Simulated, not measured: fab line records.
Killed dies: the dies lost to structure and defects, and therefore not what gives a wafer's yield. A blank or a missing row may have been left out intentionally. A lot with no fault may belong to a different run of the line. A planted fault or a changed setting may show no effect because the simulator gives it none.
Which tool was responsible? / flow n5Finfet / Sampling: 24 lots, 72 wafers, 2 of 1938 route steps

== WHAT EACH GAUGE READ, for each wafer ==
N5_BEOL_M2_THK_MEAS_53: measures by xrf.
lot=L074; measured=day 6 21:19; on=filmMetro-02; M2_THK (nm)=41.8 39.3 39.9
lot=L075; measured=day 7 11:42; on=filmMetro-01; M2_THK (nm)=39.5 38.0 39.0
lot=L076; measured=day 8 08:06; on=filmMetro-01; M2_THK (nm)=41.3 43.0 41.0
lot=L077; measured=day 8 08:46; on=filmMetro-02; M2_THK (nm)=40.7 39.7 39.2
lot=L078; measured=day 8 09:58; on=filmMetro-01; M2_THK (nm)=35.4 37.3 37.1
lot=L079; measured=day 8 11:26; on=filmMetro-01; M2_THK (nm)=40.3 38.1 37.2
lot=L080; measured=day 8 20:00; on=filmMetro-01; M2_THK (nm)=40.1 40.1 39.3
lot=L081; measured=day 8 21:36; on=filmMetro-01; M2_THK (nm)=39.8 41.0 40.1
lot=L082; measured=day 9 10:21; on=filmMetro-02; M2_THK (nm)=36.9 39.0 39.1
lot=L083; measured=day 9 10:35; on=filmMetro-01; M2_THK (nm)=36.8 37.7 40.1
lot=L084; measured=day 9 13:31; on=filmMetro-02; M2_THK (nm)=40.3 39.0 41.7
lot=L085; measured=day 9 19:31; on=filmMetro-01; M2_THK (nm)=37.3 38.8 38.9
lot=L086; measured=day 10 10:38; on=filmMetro-02; M2_THK (nm)=41.9 42.0 39.4
lot=L087; measured=day 10 12:31; on=filmMetro-02; M2_THK (nm)=39.0 40.3 40.2
lot=L089; measured=day 10 22:26; on=filmMetro-01; M2_THK (nm)=39.8 39.8 42.2
lot=L088; measured=day 11 09:46; on=filmMetro-02; M2_THK (nm)=36.9 37.6 39.6
lot=L091; measured=day 11 10:00; on=filmMetro-02; M2_THK (nm)=38.4 40.4 39.4
lot=L090; measured=day 11 13:49; on=filmMetro-02; M2_THK (nm)=40.5 39.3 39.7
lot=L092; measured=day 11 16:04; on=filmMetro-02; M2_THK (nm)=39.6 38.3 39.2
lot=L093; measured=day 11 22:00; on=filmMetro-02; M2_THK (nm)=42.2 41.0 42.0
lot=L094; measured=day 12 10:03; on=filmMetro-01; M2_THK (nm)=38.9 39.8 38.1
lot=L095; measured=day 12 13:46; on=filmMetro-01; M2_THK (nm)=39.5 42.6 39.4
lot=L096; measured=day 12 17:45; on=filmMetro-02; M2_THK (nm)=39.1 41.1 40.2
lot=L097; measured=day 12 22:08; on=filmMetro-02; M2_THK (nm)=38.8 40.5 42.1

== EACH LOT AND THE TOOL THAT RAN IT (in order: tool; ch and the chambers of the sampled wafers; start) ==
lot=L074; N5_BEOL_M2_SPUTTER_79=pvdSputter-03, day 6 15:13
lot=L075; N5_BEOL_M2_SPUTTER_79=pvdSputter-02, day 7 08:55
lot=L076; N5_BEOL_M2_SPUTTER_79=pvdSputter-03, day 7 21:07
lot=L077; N5_BEOL_M2_SPUTTER_79=pvdSputter-01, day 7 21:44
lot=L078; N5_BEOL_M2_SPUTTER_79=pvdSputter-02, day 8 01:21
lot=L079; N5_BEOL_M2_SPUTTER_79=pvdSputter-03, day 8 02:48
lot=L080; N5_BEOL_M2_SPUTTER_79=pvdSputter-02, day 8 14:25
lot=L081; N5_BEOL_M2_SPUTTER_79=pvdSputter-02, day 8 18:19
lot=L082; N5_BEOL_M2_SPUTTER_79=pvdSputter-02, day 9 08:00
lot=L083; N5_BEOL_M2_SPUTTER_79=pvdSputter-03, day 9 08:10
lot=L084; N5_BEOL_M2_SPUTTER_79=pvdSputter-02, day 9 11:11
lot=L085; N5_BEOL_M2_SPUTTER_79=pvdSputter-03, day 9 17:11
lot=L086; N5_BEOL_M2_SPUTTER_79=pvdSputter-02, day 10 08:19
lot=L087; N5_BEOL_M2_SPUTTER_79=pvdSputter-02, day 10 10:11
lot=L089; N5_BEOL_M2_SPUTTER_79=pvdSputter-01, day 10 20:02
lot=L088; N5_BEOL_M2_SPUTTER_79=pvdSputter-02, day 11 07:24
lot=L091; N5_BEOL_M2_SPUTTER_79=pvdSputter-01, day 11 07:34
lot=L090; N5_BEOL_M2_SPUTTER_79=pvdSputter-03, day 11 11:20
lot=L092; N5_BEOL_M2_SPUTTER_79=pvdSputter-03, day 11 13:10
lot=L093; N5_BEOL_M2_SPUTTER_79=pvdSputter-03, day 11 19:40
lot=L094; N5_BEOL_M2_SPUTTER_79=pvdSputter-01, day 12 07:44
lot=L095; N5_BEOL_M2_SPUTTER_79=pvdSputter-01, day 12 11:26
lot=L096; N5_BEOL_M2_SPUTTER_79=pvdSputter-01, day 12 15:26
lot=L097; N5_BEOL_M2_SPUTTER_79=pvdSputter-03, day 12 19:48
- N5_BEOL_M2_SPUTTER_79: material Cu, target thk 4.5 nm, time 8.29 s.

== AS READ BY THE TOOLS THEMSELVES (means over the sampled wafers that have a number; for cases with no such wafer, the mark the record gives instead) ==
N5_BEOL_M2_SPUTTER_79.
lot=L074; tool=pvdSputter-03; throttleValvePct (%)=29.0
lot=L075; tool=pvdSputter-02; throttleValvePct (%)=30.2
lot=L076; tool=pvdSputter-03; throttleValvePct (%)=29.8
lot=L077; tool=pvdSputter-01; throttleValvePct (%)=29.1
lot=L078; tool=pvdSputter-02; throttleValvePct (%)=30.5
lot=L079; tool=pvdSputter-03; throttleValvePct (%)=30.0
lot=L080; tool=pvdSputter-02; throttleValvePct (%)=30.1
lot=L081; tool=pvdSputter-02; throttleValvePct (%)=30.1
lot=L082; tool=pvdSputter-02; throttleValvePct (%)=29.6
lot=L083; tool=pvdSputter-03; throttleValvePct (%)=30.7
lot=L084; tool=pvdSputter-02; throttleValvePct (%)=30.1
lot=L085; tool=pvdSputter-03; throttleValvePct (%)=30.6
lot=L086; tool=pvdSputter-02; throttleValvePct (%)=30.0
lot=L087; tool=pvdSputter-02; throttleValvePct (%)=30.6
lot=L089; tool=pvdSputter-01; throttleValvePct (%)=31.3
lot=L088; tool=pvdSputter-02; throttleValvePct (%)=30.2
lot=L091; tool=pvdSputter-01; throttleValvePct (%)=31.3
lot=L090; tool=pvdSputter-03; throttleValvePct (%)=29.9
lot=L092; tool=pvdSputter-03; throttleValvePct (%)=29.8
lot=L093; tool=pvdSputter-03; throttleValvePct (%)=31.0
lot=L094; tool=pvdSputter-01; throttleValvePct (%)=31.2
lot=L095; tool=pvdSputter-01; throttleValvePct (%)=30.6
lot=L096; tool=pvdSputter-01; throttleValvePct (%)=31.2
lot=L097; tool=pvdSputter-03; throttleValvePct (%)=29.9

== THE ANSWER, worked out from the rows above alone ==
Rule: the usual values come from the lots themselves. The widest of any qualifying gaps counts: lots, ordered by their means at a reading, are off when they make up no more than a third of the lots, leave a main group of 4 or more, and stand apart from it by 3 or more times the standard deviation of that group's means. The tables above print the reading to a certain number of digits; a main group whose means all agree to those digits is not used. Also off: a lot with no number at a reading for which 4 or more lots have one. All remaining lots with rows at the step are treated as sound. First the gauges in route order, then the tools' own readings, where a lot's mean is used as printed above. At the first step where some lot is off, the reading lying furthest off is the one used; lots without a number count as furthest.
Across all readings shown, no lot is off: no conclusion can be drawn from this.

== WHAT THE SIMULATOR HAD INSERTED ==
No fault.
